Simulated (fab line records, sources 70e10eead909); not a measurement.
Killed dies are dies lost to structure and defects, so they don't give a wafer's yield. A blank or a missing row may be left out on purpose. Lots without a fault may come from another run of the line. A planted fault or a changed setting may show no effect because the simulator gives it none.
fab line records | flow nand_harc
record lots=6 wafers=18 last_day=33
route steps=1302 shown A_STAIRCASE@705 END@1302
lots that met no fault: from a run of the same line without faults
start_h: hours from the record's first day to the start of the lot's first wafer shown | wait_h: hours since the lot's step before | " the same as in the row above | L1.1+2: a row that stands for several wafers | - no value, or no start given | * or withheld: withheld | < > ~ a bound
route shown NAME@n: a module of which the file shows steps, and the number in the route of the first | usual: mean/standard deviation of fault-free wafers | same: alike in all rows | chamber/n: place in a boat | sites: the reading at each site | _std_site: their standard deviation | _edge_site: outer sites' mean less inner sites' | radius_mm: how far each site lies from the wafer's centre | mask NAME#n: copy n | behind: the tool/chamber that last shaped the wafer | hold: why the lot was held/for how many hours/how that ended | device: the transistor (n, p or np) that didn't switch | end of line: the same wafers' tests at the end of the route | a step without rows: its recipe alone | killed: dies lost to structure and defects at the first sort, not the wafer's yield | map: a wafer's dies, x killed, . not, _ none there
set.NAME: the setting as run; set.NAME@STEP: as run at that earlier step | model.NAME: the simulator's own value behind a step, which no gauge read
lots at some steps of the route; a table a step, a row a wafer
services: from which hour (start_h, from the record's first day; less than 0 if before it) a tool's chamber was out of use, for how many hours, and why
## steps
# step NHARC_A_STAIRCASE_TRIM_191
# recipe time_s=211.2 o2_flow_sccm=500 ar_flow_sccm=0 bias_w=0 chemistry=O2
# step NHARC_A_STAIRCASE_ETCH_192
# recipe target_depth_a=1000 time_s=40.5 ion_energy_ev=400 c4f8_flow_sccm=20 o2_flow_sccm=10 ar_flow_sccm=withheld rf_w=600 bias_w=1000 chemistry=C4F8/O2
# usual chamber_pressure_mTorr=24.999/0.022 oes_product_au=0.947/0.017 rf_vpp_V=895/4
# columns lot.wafer tool chamber start_h wait_h chamber_pressure_mTorr oes_product_au rf_hours_counter_h rf_vpp_V
L264.4 rie_diel-04 2 - - 24.959 0.952 17 904
L264.3 " 0 " " 24.993 0.970 12 897
L264.5 " 2 " " 25.021 0.953 - 904
L267.1 rie_diel-12 2 - - 24.987 0.955 49 898
L267.3 " 3 " " 25.045 0.949 51 890
L267.5 " 3 " " 24.962 0.951 - 890
L274.4 rie_diel-12 1 - - 25.047 0.971 15 896
L274.5 " 0 " " 24.994 0.947 - 890
L274.6 " 1 " " 24.999 0.974 - 896
L278.2 rie_diel-04 0 - - 25.007 0.948 2 896
L278.4 " 1 " " 25.012 0.954 2 898
L278.6 " 3 " " 24.988 0.964 - 893
L277.1 rie_diel-12 2 - - 24.993 0.919 31 894
L277.3 " 0 " " 25.001 0.952 28 891
L277.5 " 3 " " 25.024 0.915 - 888
L282.1 rie_diel-12 2 - - 24.994 0.912 41 895
L282.2 " 3 " " 25.032 0.917 35 889
L282.3 " 1 " " 24.993 0.956 43 896
# step NHARC_A_STAIRCASE_TRIM_193
# recipe time_s=211.2 o2_flow_sccm=500 ar_flow_sccm=0 bias_w=0 chemistry=O2
# step NHARC_A_STAIRCASE_ETCH_194
# recipe target_depth_a=1000 time_s=40.5 ion_energy_ev=400 c4f8_flow_sccm=20 o2_flow_sccm=10 ar_flow_sccm=withheld rf_w=600 bias_w=1000 chemistry=C4F8/O2
# step NHARC_A_STAIRCASE_TRIM_196
# recipe time_s=211.2 o2_flow_sccm=500 ar_flow_sccm=0 bias_w=0 chemistry=O2
# step NHARC_A_STAIRCASE_ETCH_197
# recipe target_depth_a=1000 time_s=40.5 ion_energy_ev=400 c4f8_flow_sccm=20 o2_flow_sccm=10 ar_flow_sccm=withheld rf_w=600 bias_w=1000 chemistry=C4F8/O2
# usual chamber_pressure_mTorr=24.996/0.022 oes_product_au=0.951/0.02 rf_vpp_V=895/4.2
# columns lot.wafer tool chamber start_h wait_h chamber_pressure_mTorr oes_product_au rf_hours_counter_h rf_vpp_V
L264.4 rie_diel-04 2 - - 24.973 0.958 17 903
L264.3 " 0 " " 24.984 0.948 12 897
L264.5 " 2 " " 25.016 0.961 - 903
L267.3 rie_diel-12 0 - - 24.956 0.935 53 893
L267.1 " 1 " " 25.003 0.962 57 896
L267.5 " 0 " " 25.016 0.928 - 891
L274.4 rie_diel-12 0 - - 24.945 0.961 15 891
L274.6 " 2 " " 25.004 0.937 - 896
L274.5 " 3 " " 24.970 0.915 - 891
L278.4 rie_diel-04 0 - - 24.984 0.952 2 895
L278.2 " 1 " " 24.996 0.940 2 899
L278.6 " 3 " " 25.033 0.976 - 893
L277.3 rie_diel-04 2 - - 24.945 0.978 2 902
L277.1 " 3 " " 24.977 1.004 2 892
L277.5 " 2 " " 24.968 0.978 - 901
L282.1 rie_diel-12 3 - - 25.006 0.920 35 888
L282.2 " 1 " " 25.002 0.959 44 894
L282.3 " 2 " " 24.991 0.916 41 894
# step NHARC_A_STAIRCASE_TRIM_198
# recipe time_s=211.2 o2_flow_sccm=500 ar_flow_sccm=0 bias_w=0 chemistry=O2
# usual chamber_pressure_mTorr=59.99/0.055 drypump_motor_current_A=5.81/0.24 oes_product_au=1.002/0.015 rf_vpp_V=57.6/0.89 showerhead_plenum_p_Torr=3.50/0.11 throttle_valve_pct=17.037/0.0093
# columns lot.wafer tool chamber start_h wait_h chamber_pressure_mTorr drypump_motor_current_A oes_product_au rf_hours_counter_h rf_vpp_V showerhead_plenum_p_Torr throttle_valve_pct
L264.3 rie_diel-04 3 - - 60.10 5.57 1.022 16 57.7 3.47 17.035
L264.4 " 1 " " 59.91 5.62 0.995 13 58.6 3.61 17.037
L264.5 " 0 " " 60.05 5.91 1.019 - 57.1 3.55 17.033
L267.1 rie_diel-12 3 - - 59.99 5.61 0.985 51 55.9 3.36 17.023
L267.3 " 0 " " 59.94 5.88 0.999 53 56.1 3.41 17.043
L267.5 " 2 " " 59.96 5.80 1.014 - 57.4 3.53 17.037
L274.4 rie_diel-12 1 - - 60.04 5.84 1.019 15 58.0 3.52 17.048
L274.6 " 3 " " 60.03 5.61 0.967 - 55.5 3.35 17.038
L274.5 " 0 " " 60.00 5.87 1.008 - 57.1 3.39 17.051
L278.4 rie_diel-04 0 - - 60.07 5.94 1.013 2 58.0 3.53 17.032
L278.2 " 1 " " 59.92 5.59 1.002 2 56.8 3.59 17.040
L278.6 " 1 " " 59.91 5.59 1.008 - 57.6 3.59 17.032
L277.1 rie_diel-04 0 - - 60.04 5.92 1.001 3 56.9 3.53 17.047
L277.3 " 1 " " 60.03 5.58 1.003 2 58.3 3.59 17.037
L277.5 " 3 " " 59.94 5.52 1.016 - 57.6 3.45 17.043
L282.1 rie_diel-12 2 - - 60.09 5.79 0.975 41 57.9 3.50 17.036
L282.3 " 3 " " 60.12 5.59 0.974 35 56.8 3.33 17.034
L282.2 " 1 " " 60.00 5.85 1.009 44 57.8 3.50 17.044
# step NHARC_A_STAIRCASE_ETCH_199
# recipe target_depth_a=1000 time_s=40.5 ion_energy_ev=400 c4f8_flow_sccm=20 o2_flow_sccm=10 ar_flow_sccm=withheld rf_w=600 bias_w=1000 chemistry=C4F8/O2
# usual chamber_pressure_mTorr=24.999/0.025 oes_product_au=0.948/0.017 rf_vpp_V=895/4.1
# columns lot.wafer tool chamber start_h wait_h chamber_pressure_mTorr oes_product_au rf_hours_counter_h rf_vpp_V
L264.4 rie_diel-04 3 - - 24.968 0.955 16 895
L264.3 " 0 " " 24.967 0.956 12 895
L264.5 " 3 " " 24.979 0.964 - 895
L267.3 rie_diel-12 1 - - 24.990 0.957 57 896
L267.1 " 2 " " 25.037 0.944 49 895
L267.5 " 2 " " 25.003 0.941 - 896
L274.4 rie_diel-12 2 - - 24.989 0.930 14 897
L274.6 " 1 " " 25.030 0.962 - 895
L274.5 " 2 " " 25.037 0.933 - 895
L278.2 rie_diel-04 0 - - 25.011 0.947 2 897
L278.4 " 1 " " 24.995 0.942 2 898
L278.6 " 3 " " 25.007 0.971 - 894
L277.1 rie_diel-04 3 - - 25.001 0.955 2 893
L277.3 " 0 " " 24.970 0.941 3 897
L277.5 " 2 " " 24.964 0.968 - 901
L282.1 rie_diel-12 3 - - 25.007 0.916 35 889
L282.3 " 1 " " 24.978 0.952 44 895
L282.2 " 2 " " 24.984 0.923 41 895
# step NHARC_A_STAIRCASE_TRIM_200
# recipe time_s=211.2 o2_flow_sccm=500 ar_flow_sccm=0 bias_w=0 chemistry=O2
# step NHARC_A_STAIRCASE_ETCH_201
# recipe target_depth_a=1000 time_s=40.5 ion_energy_ev=400 c4f8_flow_sccm=20 o2_flow_sccm=10 ar_flow_sccm=withheld rf_w=600 bias_w=1000 chemistry=C4F8/O2
# step NHARC_A_STAIRCASE_TRIM_202
# recipe time_s=211.2 o2_flow_sccm=500 ar_flow_sccm=0 bias_w=0 chemistry=O2
# usual chamber_pressure_mTorr=60.00/0.054 drypump_motor_current_A=5.82/0.24 oes_product_au=1.002/0.016 rf_vpp_V=57.7/0.92 showerhead_plenum_p_Torr=3.50/0.11 throttle_valve_pct=17.036/0.0088
# columns lot.wafer tool chamber start_h wait_h chamber_pressure_mTorr drypump_motor_current_A oes_product_au rf_hours_counter_h rf_vpp_V showerhead_plenum_p_Torr throttle_valve_pct
L264.4 rie_diel-04 3 - - 59.95 5.58 1.023 17 56.5 3.47 17.024
L264.3 " 0 " " 59.95 5.92 1.024 12 56.3 3.55 17.029
L264.5 " 2 " " 60.01 6.25 1.005 - 58.9 3.70 17.031
L267.3 rie_diel-12 0 - - 59.93 5.89 0.991 54 56.5 3.41 17.039
L267.1 " 2 " " 59.95 5.81 0.999 49 59.2 3.53 17.049
L267.5 " 3 " " 60.00 5.60 0.983 - 57.7 3.36 17.031
L274.4 rie_diel-12 0 - - 60.01 5.84 1.019 15 56.6 3.39 17.023
L274.5 " 2 " " 59.97 5.82 0.979 - 56.7 3.52 17.038
L274.6 " 3 " " 60.10 5.59 0.965 - 58.7 3.35 17.048
L278.2 rie_diel-04 2 - - 59.93 6.23 1.029 2 58.8 3.68 17.031
L278.4 " 0 " " 60.06 5.92 1.018 3 56.8 3.53 17.024
L278.6 " 2 " " 60.01 6.25 1.020 - 57.6 3.68 17.033
L277.3 rie_diel-04 3 - - 59.95 5.56 1.017 3 57.2 3.45 17.035
L277.1 " 1 " " 59.91 5.65 1.013 2 59.0 3.59 17.049
L277.5 " 0 " " 59.97 5.95 1.015 - 57.4 3.53 17.026
L282.1 rie_diel-12 1 - - 59.98 5.84 1.017 44 58.7 3.50 17.044
L282.2 " 2 " " 60.07 5.78 0.981 42 57.4 3.50 17.051
L282.3 " 3 " " 60.04 5.61 0.974 35 56.7 3.33 17.044
# step NHARC_A_STAIRCASE_ETCH_203
# recipe target_depth_a=1000 time_s=40.5 ion_energy_ev=400 c4f8_flow_sccm=20 o2_flow_sccm=10 ar_flow_sccm=withheld rf_w=600 bias_w=1000 chemistry=C4F8/O2
# usual chamber_pressure_mTorr=24.997/0.021 oes_product_au=0.947/0.015 rf_vpp_V=895/3.9
# columns lot.wafer tool chamber start_h wait_h chamber_pressure_mTorr oes_product_au rf_hours_counter_h rf_vpp_V
L264.4 rie_diel-04 1 410.74 - 25.008 0.928 13 899
L264.3 " 2 " " 24.977 0.953 17 901
L264.5 " 2 " " 25.006 0.951 - 902
L267.3 rie_diel-12 3 437.25 - 25.029 0.930 52 889
L267.1 " 0 " " 25.014 0.939 54 890
L267.5 " 0 " " 24.987 0.940 - 891
L274.4 rie_diel-12 0 500.98 - 25.000 0.947 15 891
L274.5 " 1 " " 24.982 0.958 - 896
L274.6 " 2 " " 25.027 0.923 - 896
L278.2 rie_diel-04 0 545.32 - 24.983 1.191 3 897
L278.4 " 3 " " 24.963 1.218 2 894
L278.6 " 1 " " 24.977 1.179 - 898
L277.3 rie_diel-04 0 547.23 - 25.007 1.191 3 896
L277.1 " 3 " " 24.980 1.180 3 893
L277.5 " 0 " " 25.042 1.195 - 894
L282.2 rie_diel-12 1 583.04 - 25.004 0.961 44 894
L282.1 " 2 " " 24.964 0.915 42 895
L282.3 " 3 " " 24.986 0.917 35 887
# step NHARC_END_SORT_01
# recipe temp_c=25
# usual killed_at_array=52/19 killed_at_other=1.0/1.2 killed_at_periphery=4.1/2.8 killed_dies=57/19 killed_open=3.1/1.7 killed_short=2.5/1.5
# same gross_dies=677
# columns lot.wafer tool chamber start_h wait_h killed_at_array killed_at_other killed_at_periphery killed_dies killed_open killed_short
L278.2 prober-01 0 750.10 2.8 675 0 2 677 2 1
L278.4 prober-01 0 751.68 3.4 673 1 3 677 4 2
L278.6 prober-01 0 753.27 4.0 677 0 0 677 6 4
L277.1 prober-01 0 761.31 2.5 676 0 1 677 2 2
L277.3 prober-01 0 762.90 3.1 674 2 1 677 2 2
L277.5 prober-01 0 764.48 3.7 673 1 3 677 3 0
# killed by level:class
L278.2 A_STAIRCASE:area_etch=593 A_CHANNEL_HOLE_D1:chamber_film_flake=34 A_CHANNEL_HOLE_D2:chamber_film_flake=24 A_SLIT:chamber_film_flake=9 A_CONTACT:chamber_film_flake=6 A_ZERO_WELL:chamber_film_flake=3 A_CHANNEL_FILL_D2:chamber_film_flake=2 P_M1:geometric_particle:open=1
L278.4 A_STAIRCASE:area_etch=615 A_CHANNEL_HOLE_D1:chamber_film_flake=29 A_CHANNEL_HOLE_D2:chamber_film_flake=10 A_CONTACT:chamber_film_flake=6 A_SLIT:chamber_film_flake=5 P_M0:geometric_particle:open=2 A_ZERO_WELL:chamber_film_flake=2 P_M1:geometric_particle:open=1
L278.6 A_STAIRCASE:area_etch=608 A_CHANNEL_HOLE_D1:chamber_film_flake=33 A_CHANNEL_HOLE_D2:chamber_film_flake=8 A_CONTACT:chamber_film_flake=7 A_SLIT:chamber_film_flake=6 A_ZERO_WELL:chamber_film_flake=4 A_M0:geometric_particle:open=3 A_DECK1_JOINT:geometric_particle:short=2
L277.1 A_STAIRCASE:area_etch=648 A_SLIT:chamber_film_flake=8 A_CONTACT:chamber_film_flake=6 A_CHANNEL_HOLE_D1:chamber_film_flake=5 A_ZERO_WELL:chamber_film_flake=2 A_CHANNEL_FILL_D1:chamber_film_flake=2 A_CHANNEL_FILL_D1:geometric_particle:short=1 A_WL_FILL:geometric_particle:short=1
L277.3 A_STAIRCASE:area_etch=636 A_CHANNEL_HOLE_D1:chamber_film_flake=18 A_SLIT:chamber_film_flake=11 A_CONTACT:chamber_film_flake=3 A_STAIRCASE:chamber_film_flake=2 THIN_TSV:chamber_film_flake=2 P_M1:geometric_particle:short=1 A_CHANNEL_HOLE_D1:geometric_particle:open=1
L277.5 A_STAIRCASE:area_etch=636 A_CHANNEL_HOLE_D1:chamber_film_flake=14 A_SLIT:chamber_film_flake=8 A_CONTACT:chamber_film_flake=8 P_STI:chamber_film_flake=2 A_STAIRCASE:chamber_film_flake=2 P_CONTACT:geometric_particle:open=1 A_BLC:geometric_particle:open=1
# map L277.1 (x killed, . not)
____________x____________
_________xxxxxxx_________
_______xxxxxxxxxxx_______
______xxxxxxxxxxxxx______
_____xxxxxxxxxxxxxxx_____
____xxxxxxxxxxxxxxxxx____
____xxxxxxxxxxxxxxxxx____
___xxxxxxxxxxxxxxxxxxx___
___xxxxxxxxxxxxxxxxxxx___
__xxxxxxxxxxxxxxxxxxxxx__
__xxxxxxxxxxxxxxxxxxxxx__
_xxxxxxxxxxxxxxxxxxxxxxx_
_xxxxxxxxxxxxxxxxxxxxxxx_
_xxxxxxxxxxxxxxxxxxxxxxx_
_xxxxxxxxxxxxxxxxxxxxxxx_
_xxxxxxxxxxxxxxxxxxxxxxx_
xxxxxxxxxxxxxxxxxxxxxxxxx
xxxxxxxxxxxxxxxxxxxxxxxxx
xxxxxxxxxxxxxxxxxxxxxxxxx
xxxxxxxxxxxxxxxxxxxxxxxxx
xxxxxxxxxxxxxxxxxxxxxxxxx
_xxxxxxxxxxxxxxxxxxxxxxx_
_xxxxxxxxxxxxxxxxxxxxxxx_
_xxxxxxxxxxxxxxxxxxxxxxx_
_xxxxxxxxxxxxxxxxxxxxxxx_
_xxxxxxxxxxxxxxxxxxxxxxx_
__xxxxxxxxxxxxxxxxxxxxx__
__xxxxxxxxxxxxxxxxxxxxx__
___xxxxxxxxxxxxxxxxxxx___
___xxxxxxxxxxxxxxxxxxx___
____xxxxxxxxxxxxxxxxx____
____xxxxxxxxxxxxxxxxx____
_____xxxxxxxxxxxxxxx_____
______xxxxxxxxxxxxx______
_______xxxxxxxxxxx_______
_________xxxxxxx_________
____________x____________
# map L278.2 (x killed, . not)
____________x____________
_________xxxxxxx_________
_______xxxxxxxxxxx_______
______xxxxxxxxxxxxx______
_____xxxxxxxxxxxxxxx_____
____xxxxxxxxxxxxxxxxx____
____xxxxxxxxxxxxxxxxx____
___xxxxxxxxxxxxxxxxxxx___
___xxxxxxxxxxxxxxxxxxx___
__xxxxxxxxxxxxxxxxxxxxx__
__xxxxxxxxxxxxxxxxxxxxx__
_xxxxxxxxxxxxxxxxxxxxxxx_
_xxxxxxxxxxxxxxxxxxxxxxx_
_xxxxxxxxxxxxxxxxxxxxxxx_
_xxxxxxxxxxxxxxxxxxxxxxx_
_xxxxxxxxxxxxxxxxxxxxxxx_
xxxxxxxxxxxxxxxxxxxxxxxxx
xxxxxxxxxxxxxxxxxxxxxxxxx
xxxxxxxxxxxxxxxxxxxxxxxxx
xxxxxxxxxxxxxxxxxxxxxxxxx
xxxxxxxxxxxxxxxxxxxxxxxxx
_xxxxxxxxxxxxxxxxxxxxxxx_
_xxxxxxxxxxxxxxxxxxxxxxx_
_xxxxxxxxxxxxxxxxxxxxxxx_
_xxxxxxxxxxxxxxxxxxxxxxx_
_xxxxxxxxxxxxxxxxxxxxxxx_
__xxxxxxxxxxxxxxxxxxxxx__
__xxxxxxxxxxxxxxxxxxxxx__
___xxxxxxxxxxxxxxxxxxx___
___xxxxxxxxxxxxxxxxxxx___
____xxxxxxxxxxxxxxxxx____
____xxxxxxxxxxxxxxxxx____
_____xxxxxxxxxxxxxxx_____
______xxxxxxxxxxxxx______
_______xxxxxxxxxxx_______
_________xxxxxxx_________
____________x____________
## services
# columns tool chamber start_h hours kind
rie_diel-12 0 403.02 - clean
rie_diel-12 1 403.02 - clean
rie_diel-12 2 403.02 - clean
rie_diel-12 3 403.02 - clean
rie_diel-12 0 428.26 - clean
rie_diel-12 1 428.26 - clean
rie_diel-12 2 428.26 - clean
rie_diel-12 3 428.26 - clean
rie_diel-12 1 436.89 4.7 repair
rie_diel-12 - 447.69 9.0 pm
rie_diel-12 0 447.69 9.0 vent_cycle
rie_diel-12 1 447.69 9.0 vent_cycle
rie_diel-12 2 447.69 9.0 vent_cycle
rie_diel-12 3 447.69 9.0 vent_cycle
rie_diel-12 0 456.69 - clean
rie_diel-12 1 456.69 - clean
rie_diel-12 2 456.69 - clean
rie_diel-12 3 456.69 - clean
rie_diel-12 0 481.23 - clean
rie_diel-12 1 481.23 - clean
rie_diel-12 2 481.23 - clean
rie_diel-12 3 481.23 - clean
rie_diel-04 - 532.26 9.0 pm
rie_diel-12 0 576.81 15.6 repair
## key
first_sign step=NHARC_A_STAIRCASE_ETCH_203 reading=oes_product_au direction=up sigmas=16 usual=0.947 struck=1.192
effect step=NHARC_END_SORT_01 reading=killed_dies direction=up sigmas=33 usual=57 struck=677
more_kills_born_at NHARC_A_STAIRCASE_ETCH_203@rie_diel-04=3736
met_at NHARC_A_STAIRCASE_ETCH_203
struck_wafers L277.1,L277.3,L277.5,L278.2,L278.4,L278.6
later_rows_left_out L277.1,L277.3,L277.5,L278.2,L278.4,L278.6
tester_left_out L277,L278
onset_between 410.74 545.32
fault kind=process_parameter_drift tool=rie_diel-04 chamber=- onset_h=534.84 steps=NHARC_A_STAIRCASE_ETCH_203 channel=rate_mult offset=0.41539 shape=step end_h=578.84
# tester_left_out: of these lots the tester's yield and bins aren't shown, on N5 and GAA mostly nor the transistor test; their killed dies are dies lost to structure and defects alone, not to doping, threshold or leakage, so they don't give the yield
# later_rows_left_out: the simulator's readings of these wafers behind a module that went badly wrong aren't trusted and aren't shown, but for the sort
